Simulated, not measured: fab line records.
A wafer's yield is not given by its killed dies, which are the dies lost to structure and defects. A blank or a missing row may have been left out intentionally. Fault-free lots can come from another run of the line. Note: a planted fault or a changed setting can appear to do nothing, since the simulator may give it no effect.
Struck lot and sound lot, side by side    flow nand_harc    41 out of 1302 route steps
Sound: these wafers, L994.1, L994.2, L994.4. Struck: wafer L105.5 (L105.1, L105.4, from the same lot, were not struck and are left out); the cause is given at the end.
For every step that has rows: the tool of each side, followed by ch and its chambers, followed by its first start. Under that, the readings that differ: sound wafers    struck wafers    difference of the means    sigmas: that difference in standard deviations of wafers without a fault.
alike: readings whose means differ by less than 2 such deviations, and words and numbers that are the same on both sides. not compared: withheld readings, readings that some wafer has no value for, bounds like >300 that may hide the same value, and numbers for which the record gives no deviation and whose values overlap.
A row with sigmas, a row that says differs or no value, or rows on one side alone: a step with any of these is where the two part. When numbers do not overlap yet have no deviation, they are printed without sigmas and do not part them. A reading missing from all wafers of one side parts the sides only when that side holds two or more wafers.

first, 3 steps without rows for these wafers: NHARC_THIN_TSV_DESCUM_14 (chemistry O2, time 3 s); NHARC_THIN_TSV_ETCH_44 (etches the open film in CF4/O2, target depth 1594.2 nm, time 797.1 s); NHARC_THIN_TSV_ETCH_15 (target depth 3000 nm, bosch target overetch cycles 2, bosch etch step 2.8 s).
NHARC_THIN_TSV_CD_MEAS_16:
  sound on cd_sem-03, day 24 04:24; struck on cd_sem-02, day 28 18:36
  alike: cd_nm
then, 5 steps without rows for these wafers: NHARC_THIN_TSV_STRIP_45 (strips in O2); NHARC_THIN_TSV_STRIP_46 (strips in post etch residue remover, time 1200 s); NHARC_THIN_TSV_DEP_47 (deposits SiO2, target thk 200 nm); NHARC_THIN_TSV_ETCHBACK_48 (etches the open film in C4F8/Ar, target depth 1028.5 nm, time 405.17 s); NHARC_THIN_TSV_STRIP_62 (strips in N2/H2, time 20 s).
NHARC_THIN_TSV_DEGAS_49: time 120 s.
  sound on pvd_sputter-01, day 24 06:13; struck on pvd_sputter-02, day 28 20:24
  alike: heater_power_w
NHARC_THIN_TSV_PRE_CLEAN_50: time 30 s.
  sound on pvd_sputter-01; struck on pvd_sputter-02
  alike: heater_power_w
then, 1 step without rows for these wafers: NHARC_THIN_TSV_PVD_19 (deposits TaN, target thk 20 nm).
NHARC_THIN_TSV_PVD_51: deposits Cu, target thk 100 nm.
  sound on pvd_sputter-01, day 24 06:29; struck on pvd_sputter-02, day 28 20:41
  alike: throttle_valve_pct
then, 5 steps without rows for these wafers: NHARC_THIN_TSV_ECD_20 (material Cu, target thk 2000 nm); NHARC_THIN_TSV_ANNEAL_52 (time 90 s); NHARC_THIN_TSV_CMP_21 (polishes, t overpolish 30 s, target thk 2000 nm); NHARC_THIN_TSV_SRD_23; NHARC_THIN_TSV_DEGAS_53 (time 60 s).
NHARC_THIN_TSV_PRE_CLEAN_54: time 30 s.
  sound on pvd_sputter-02, day 24 08:17; struck on pvd_sputter-03, day 28 22:28
  alike: heater_power_w
then, 10 steps without rows for these wafers: NHARC_THIN_TSV_PVD_55 (deposits TiN, target thk 50 nm); NHARC_THIN_TSV_PVD_24 (deposits Al, target thk 800 nm); NHARC_THIN_TSV_DEHYDRATE_25 (time 120 s); NHARC_THIN_TSV_HMDS_26 (time 30 s); NHARC_THIN_TSV_COAT_27; NHARC_THIN_TSV_SOFTBAKE_28 (time 95 s); NHARC_THIN_TSV_EBR_29; NHARC_THIN_TSV_EXPOSE_30 (exposes mask PAD); NHARC_THIN_TSV_PEB_31 (peb time 85 s); NHARC_THIN_TSV_DEVELOP_32 (time 70 s).
NHARC_THIN_TSV_CD_MEAS_33 targets a cd of 5000 nm.
  sound on cd_sem-02 ch 0, day 24 09:22; struck on cd_sem-01 ch 0, day 28 23:32
  alike: cd_nm
then, 2 steps without rows for these wafers: NHARC_THIN_TSV_HARDBAKE_34 (time 80 s); NHARC_THIN_TSV_DESCUM_35 (chemistry O2, time 3 s).
NHARC_THIN_TSV_ETCH_59: etches the open film in Cl2/BCl3, target depth 880 nm, time 138.1 s.
  sound on rie_metal-03 ch 0,1, day 24 09:38; struck on rie_metal-01 ch 0, day 28 23:49
  alike: drypump_motor_current_A, he_backside_leak_sccm, oes_product_au, throttle_valve_pct
  not compared: rf_hours_counter_h
NHARC_THIN_TSV_ETCH_36: etches the open film in Cl2/BCl3, target depth 65 nm, time 18.571 s.
  sound on rie_metal-03 ch 0,1, day 24 09:54; struck on rie_metal-01 ch 0, day 29 00:05
  alike: drypump_motor_current_A, he_backside_leak_sccm, oes_product_au
  not compared: rf_hours_counter_h
then, 2 steps without rows for these wafers: NHARC_THIN_TSV_STRIP_56 (strips in O2); NHARC_THIN_TSV_STRIP_57 (strips in post etch residue remover, time 1200 s).
NHARC_THIN_TSV_CD_MEAS_37:
  sound on cd_sem-02, day 24 10:47; struck on cd_sem-03, day 29 00:59
  alike: cd_nm
then, 1 step without rows for these wafers: NHARC_THIN_TSV_ANNEAL_58 (time 1800 s).
NHARC_THIN_TSV_INSPECT_40:
  sound on defect_inspect-02, day 24 15:23; struck on defect_inspect-02, day 29 06:23
  alike: raw_defect_count
NHARC_END_WLT_00:
  sound on prober-01, day 24 15:26; struck on prober-02, day 29 07:56
reading                            sound              struck  difference  sigmas
VT_DECK1_BOTTOM_INNER              0.883 0.886 0.888  0.866   -0.020      -3
VT_DECK1_MEDIAN_NEAR_BOTTOM        0.897 0.882 0.883  0.871   -0.016      -2
VT_DECK2_MEDIAN_NEAR_BOTTOM_INNER  0.873 0.874 0.859  0.885   +0.016      +2
  alike: VT_DECK1_BOTTOM, VT_DECK1_MEDIAN_NEAR_BOTTOM_INNER, VT_DECK1_MIDDLE, VT_DECK1_MIDDLE_INNER, VT_DECK1_TOP, VT_DECK1_TOP_INNER, VT_DECK2_BOTTOM, VT_DECK2_BOTTOM_INNER, VT_DECK2_MEDIAN_NEAR_BOTTOM, VT_DECK2_MIDDLE, VT_DECK2_MIDDLE_INNER, VT_DECK2_TOP, VT_DECK2_TOP_INNER
NHARC_END_SORT_01:
  sound on prober-01 ch 0, day 24 18:22; struck on prober-02 ch 0, day 29 12:38
reading          sound  struck  difference  sigmas
killed_at_other  0 2 1  10      +9          +8
  alike: defect_limited_yield, killed_at_array, killed_at_periphery, killed_dies, killed_open, killed_short

## WHERE THEY PART
First at NHARC_END_WLT_00; last, within this record, at NHARC_END_SORT_01.

WHY: what the simulator had put in
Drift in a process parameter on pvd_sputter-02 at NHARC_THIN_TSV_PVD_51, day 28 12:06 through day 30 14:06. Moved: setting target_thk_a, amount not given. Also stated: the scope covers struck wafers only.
